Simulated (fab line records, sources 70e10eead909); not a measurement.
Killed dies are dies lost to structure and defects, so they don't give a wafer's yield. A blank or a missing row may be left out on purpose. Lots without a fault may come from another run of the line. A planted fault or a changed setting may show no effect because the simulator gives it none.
fab line records | flow nand_harc
record lots=14 wafers=42 last_day=33
route steps=1302 shown A_ONON_D2@562 A_CHANNEL_HOLE_D2@571 END@1302
lots that met no fault: from a run of the same line without faults
start_h: hours from the record's first day to the start of the lot's first wafer shown | wait_h: hours since the lot's step before | " the same as in the row above | L1.1+2: a row that stands for several wafers | - no value, or no start given | * or withheld: withheld | < > ~ a bound
route shown NAME@n: a module of which the file shows steps, and the number in the route of the first | usual: mean/standard deviation of fault-free wafers | same: alike in all rows | chamber/n: place in a boat | sites: the reading at each site | _std_site: their standard deviation | _edge_site: outer sites' mean less inner sites' | radius_mm: how far each site lies from the wafer's centre | mask NAME#n: copy n | behind: the tool/chamber that last shaped the wafer | hold: why the lot was held/for how many hours/how that ended | device: the transistor (n, p or np) that didn't switch | end of line: the same wafers' tests at the end of the route | a step without rows: its recipe alone | killed: dies lost to structure and defects at the first sort, not the wafer's yield | map: a wafer's dies, x killed, . not, _ none there
set.NAME: the setting as run; set.NAME@STEP: as run at that earlier step | model.NAME: the simulator's own value behind a step, which no gauge read
steps of the route over a sample of lots; a table a step, a row a wafer
services: from which hour (start_h, from the record's first day; less than 0 if before it) a tool's chamber was out of use, for how many hours, and why
## steps
# step NHARC_A_ONON_D2_DEP_25
# recipe target_thk_a=10000 n2_flow_sccm=2750 n2o_flow_sccm=2000 nh3_flow_sccm=500 sih4_flow_sccm=210 temp_c=400
# columns lot.wafer tool chamber start_h wait_h
L526.1+4+6 pecvd_onon-04 0 299.67 0.1
L527.2+5+6 pecvd_onon-02 0 299.71 0.1
L528.2+5+6 pecvd_onon-04 0 305.26 0.1
L529.2+4+6 pecvd_onon-01 0 329.63 0.1
L536.1+3+6 pecvd_onon-04 0 384.77 0.1
L538.1+3+4 pecvd_onon-04 0 401.42 0.1
L540.1+2+5 pecvd_onon-02 0 443.03 0.1
L543.1+2+3 pecvd_onon-02 0 466.76 0.1
L542.2+3+6 pecvd_onon-04 0 466.81 0.1
L544.4+5+6 pecvd_onon-01 0 467.06 0.2
L545.2+3+6 pecvd_onon-04 0 477.69 0.1
L546.1+3+4 pecvd_onon-01 0 497.06 0.1
L547.3+5+6 pecvd_onon-02 0 507.46 0.2
L549.1+2+5 pecvd_onon-01 0 517.44 0.1
# step NHARC_A_ONON_D2_THK_MEAS_27
# recipe thk_meas_gauge=ellipsometry
# usual thk_nm=996/11
# columns lot.wafer tool chamber start_h wait_h thk_nm
L527.2 film_metro-01 - 300.16 - 999
L527.5 " - " " 1000
L527.6 " - " " 1000
L526.1 film_metro-02 - 300.18 - 994
L526.4 " - " " 995
L526.6 " - " " 993
L528.2 film_metro-01 - 305.71 - 1007
L528.5 " - " " 1006
L528.6 " - " " 1004
L529.2 film_metro-01 - 330.08 - 991
L529.4 " - " " 989
L529.6 " - " " 990
L536.1 film_metro-01 - 385.29 - 327
L536.3 " - " " 326
L536.6 " - " " 327
L538.1 film_metro-01 - 401.93 - 330
L538.3 " - " " 330
L538.4 " - " " 331
L540.1 film_metro-01 - 443.54 - 1003
L540.2 " - " " 1003
L540.5 " - " " 1002
L542.2 film_metro-02 - 467.26 - 999
L542.3 " - " " 999
L542.6 " - " " 1000
L543.1 film_metro-02 - 467.27 - 999
L543.2 " - " " 997
L543.3 " - " " 1001
L544.4 film_metro-02 - 467.40 - 990
L544.5 " - " " 989
L544.6 " - " " 990
L545.2 film_metro-01 - 478.14 - 1003
L545.3 " - " " 1004
L545.6 " - " " 1007
L546.1 film_metro-02 - 497.57 - 979
L546.3 " - " " 978
L546.4 " - " " 981
L547.3 film_metro-02 - 507.85 - 973
L547.5 " - " " 971
L547.6 " - " " 972
L549.1 film_metro-01 - 517.95 - 1006
L549.2 " - " " 1005
L549.5 " - " " 1005
# step NHARC_A_CHANNEL_HOLE_D2_DEP_01
# recipe target_thk_a=1400 target_thk_nm=140 temp_c=400 pressure_torr=3.5 flow_sccm=200 rf_w=350 material=SiON
# usual heater_power_w=767/73
# columns lot.wafer tool chamber start_h wait_h heater_power_w
L526.1 pecvd-02 0 306.88 1.6 828
L526.4 " 2 " " 679
L526.6 " 1 " " 734
L527.2 pecvd-02 0 307.98 1.3 828
L527.6 " 2 " " 731
L527.5 " 0 " " 679
L528.2 pecvd-02 2 309.86 1.3 769
L528.5 " 2 " " 766
L528.6 " 1 " " 683
L529.2 pecvd-04 0 333.22 1.3 729
L529.4 " 2 " " 720
L529.6 " 0 " " 734
L540.2 pecvd-04 1 447.21 1.3 861
L540.1 " 2 " " 698
L540.5 " 0 " " 792
L542.2 pecvd-02 0 470.63 1.3 818
L542.3 " 2 " " 746
L542.6 " 2 " " 746
L543.2 pecvd-01 0 471.38 1.3 904
L543.3 " 1 " " 643
L543.1 " 2 " " 688
L544.4 pecvd-02 2 472.57 0.7 786
L544.5 " 2 " " 793
L544.6 " 0 " " 805
L545.2 pecvd-01 0 481.23 1.3 919
L545.3 " 2 " " 732
L545.6 " 1 " " 697
L546.1 pecvd-02 2 500.66 1.6 697
L546.3 " 0 " " 822
L546.4 " 1 " " 836
L547.3 pecvd-04 0 513.06 1.0 762
L547.6 " 0 " " 764
L547.5 " 1 " " 781
L549.2 pecvd-01 1 521.08 1.3 713
L549.1 " 2 " " 745
L549.5 " 1 " " 713
# step NHARC_A_CHANNEL_HOLE_D2_OVL_MEAS_11
# usual overlay_x_nm=-0.1/0.8 overlay_y_nm=-0.1/0.99
# columns lot.wafer tool chamber start_h wait_h overlay_x_nm overlay_y_nm
L526.1 overlay-02 - 307.53 - 0.0 0.4
L526.4 " - " " -0.6 1.0
L526.6 " - " " -0.5 0.1
L527.2 overlay-02 - 308.76 - 0.6 -0.7
L527.5 " - " " 1.1 0.0
L527.6 " - " " 0.7 -0.4
L528.2 overlay-01 - 310.67 - -0.1 0.2
L528.5 " - " " -0.4 0.2
L528.6 " - " " -0.2 0.6
L529.2 overlay-02 - 333.85 - -0.3 0.0
L529.4 " - " " -0.4 -0.7
L529.6 " - " " -0.4 -0.6
L540.1 overlay-02 - 448.02 - 0.5 -1.1
L540.2 " - " " 0.2 -2.0
L540.5 " - " " -0.1 -1.9
L542.2 overlay-01 - 471.48 - -1.8 -0.4
L542.3 " - " " -1.8 -1.0
L542.6 " - " " -1.6 -0.7
L543.1 overlay-02 - 472.19 - -0.5 0.7
L543.2 " - " " -0.1 1.3
L543.3 " - " " 0.1 0.8
L544.4 overlay-01 - 473.38 - 0.4 0.1
L544.5 " - " " 0.3 -0.1
L544.6 " - " " 0.5 -0.7
L545.2 overlay-01 - 481.92 - -0.8 0.0
L545.3 " - " " -1.0 0.2
L545.6 " - " " -0.8 -0.2
L546.1 overlay-01 - 501.48 - 0.3 0.9
L546.3 " - " " 0.6 1.8
L546.4 " - " " 1.0 1.5
L547.3 overlay-01 - 513.84 - -0.9 -0.8
L547.5 " - " " -1.3 -1.1
L547.6 " - " " -1.3 -1.0
L549.1 overlay-02 - 521.86 - 0.1 -1.4
L549.2 " - " " 0.0 -1.3
L549.5 " - " " 0.1 -1.2
# step NHARC_END_SORT_01
# recipe temp_c=25
# usual killed_at_array=61/24 killed_at_other=1.2/1.3 killed_at_periphery=3.7/2.6 killed_dies=66/23 killed_open=3.3/1.8 killed_short=2.4/1.6
# same gross_dies=677
# columns lot.wafer tool chamber start_h wait_h killed_at_array killed_at_other killed_at_periphery killed_dies killed_open killed_short
L536.1 prober-02 0 669.59 2.5 674 0 3 677 4 5
L536.3 prober-02 0 671.16 3.1 675 0 2 677 1 1
L536.6 prober-02 0 673.52 3.9 674 1 2 677 4 1
L538.1 prober-02 0 679.34 2.5 674 1 2 677 3 1
L538.3 prober-02 0 680.96 3.1 674 2 1 677 6 2
L538.4 prober-02 0 681.77 3.4 672 2 3 677 5 2
# killed by level:class
L536.1 A_ONON_D2:area_dep=579 A_CHANNEL_HOLE_D1:chamber_film_flake=37 A_SLIT:chamber_film_flake=29 A_SGD_CUT:chamber_film_flake=10 A_CONTACT:chamber_film_flake=8 A_WL_FILL:geometric_particle:short=3 A_M0:geometric_particle:open=2 A_CHANNEL_HOLE_D2:chamber_film_flake=2
L536.3 A_ONON_D2:area_dep=588 A_SLIT:chamber_film_flake=41 A_CHANNEL_HOLE_D1:chamber_film_flake=32 A_CONTACT:chamber_film_flake=5 A_CHANNEL_HOLE_D2:unspecified=3 A_CHANNEL_HOLE_D2:chamber_film_flake=2 A_SGD_CUT:chamber_film_flake=2 A_SGD_CUT:geometric_particle:short=1
L536.6 A_ONON_D2:area_dep=592 A_SLIT:chamber_film_flake=35 A_CHANNEL_HOLE_D1:chamber_film_flake=30 A_CONTACT:chamber_film_flake=6 A_DECK1_JOINT:geometric_particle:open=2 A_CHANNEL_FILL_D1:chamber_film_flake=2 A_SGD_CUT:chamber_film_flake=2 P_CONTACT:geometric_particle:open=1
L538.1 A_ONON_D2:area_dep=608 A_CHANNEL_HOLE_D1:chamber_film_flake=29 A_CHANNEL_HOLE_D2:chamber_film_flake=18 A_STAIRCASE:chamber_film_flake=7 A_CONTACT:chamber_film_flake=5 A_SLIT:chamber_film_flake=2 P_M0:geometric_particle:open=1 A_CHANNEL_HOLE_D2:geometric_particle:short=1
L538.3 A_ONON_D2:area_dep=599 A_CHANNEL_HOLE_D1:chamber_film_flake=33 A_CHANNEL_HOLE_D2:chamber_film_flake=19 A_STAIRCASE:chamber_film_flake=10 A_CHANNEL_HOLE_D1:geometric_particle:open=2 A_CHANNEL_FILL_D1:geometric_particle:short=2 A_CONTACT:chamber_film_flake=2 A_SLIT:chamber_film_flake=2
L538.4 A_ONON_D2:area_dep=607 A_CHANNEL_HOLE_D1:chamber_film_flake=36 A_CHANNEL_HOLE_D2:chamber_film_flake=11 A_STAIRCASE:chamber_film_flake=6 A_SLIT:chamber_film_flake=3 A_M0:geometric_particle:open=2 P_ZERO_WELL:chamber_film_flake=2 A_CONTACT:chamber_film_flake=2
## services
# columns tool chamber start_h hours kind
pecvd-01 - 276.26 1.3 repair
pecvd-01 1 278.56 8.9 repair
pecvd-04 0 282.01 - clean
pecvd-04 1 282.01 - clean
pecvd-04 2 282.01 - clean
pecvd_onon-04 - 311.00 13.0 pm
pecvd-01 - 311.14 13.0 pm
pecvd-01 0 311.14 13.0 vent_cycle
pecvd-01 - 335.16 6.4 repair
pecvd_onon-02 - 366.14 13.0 pm
pecvd-04 - 373.59 0.8 repair
pecvd-02 - 408.14 13.0 pm
pecvd-02 0 408.14 13.0 vent_cycle
pecvd-02 1 408.14 13.0 vent_cycle
pecvd-02 2 408.14 13.0 vent_cycle
pecvd-02 0 421.14 - clean
pecvd-02 1 421.14 - clean
pecvd-02 2 421.14 - clean
pecvd-01 - 437.87 0.3 repair
pecvd_onon-01 - 450.00 13.0 pm
pecvd-04 - 450.01 13.0 pm
pecvd-04 - 463.58 1.4 repair
pecvd_onon-04 - 492.00 13.0 pm
pecvd-01 - 492.21 13.0 pm
## key
first_sign step=NHARC_A_ONON_D2_THK_MEAS_27 reading=thk_nm direction=down sigmas=60 usual=996 struck=328
effect step=NHARC_END_SORT_01 reading=killed_dies direction=up sigmas=27 usual=66 struck=677
more_kills_born_at NHARC_A_ONON_D2_DEP_25@pecvd_onon-04=3573
met_at NHARC_A_ONON_D2_DEP_25
struck_lots L536,L538
struck_wafers L536.1,L536.3,L536.6,L538.1,L538.3,L538.4
later_rows_left_out L536.1,L536.3,L536.6,L538.1,L538.3,L538.4
tester_left_out L536,L538
not_acting_at NHARC_A_CHANNEL_HOLE_D2_DEP_01,NHARC_A_CHANNEL_HOLE_D2_OVL_MEAS_11
onset_between 305.26 384.77
fault kind=process_parameter_drift tool=pecvd_onon-04 chamber=0 onset_h=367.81 steps=NHARC_A_ONON_D2_DEP_25 channel=target_thk_a offset=* shape=step end_h=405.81 acts_in=* stated=*
# tester_left_out: of these lots the tester's yield and bins aren't shown, on N5 and GAA mostly nor the transistor test; their killed dies are dies lost to structure and defects alone, not to doping, threshold or leakage, so they don't give the yield
# later_rows_left_out: the simulator's readings of these wafers behind a module that went badly wrong aren't trusted and aren't shown, but for the sort
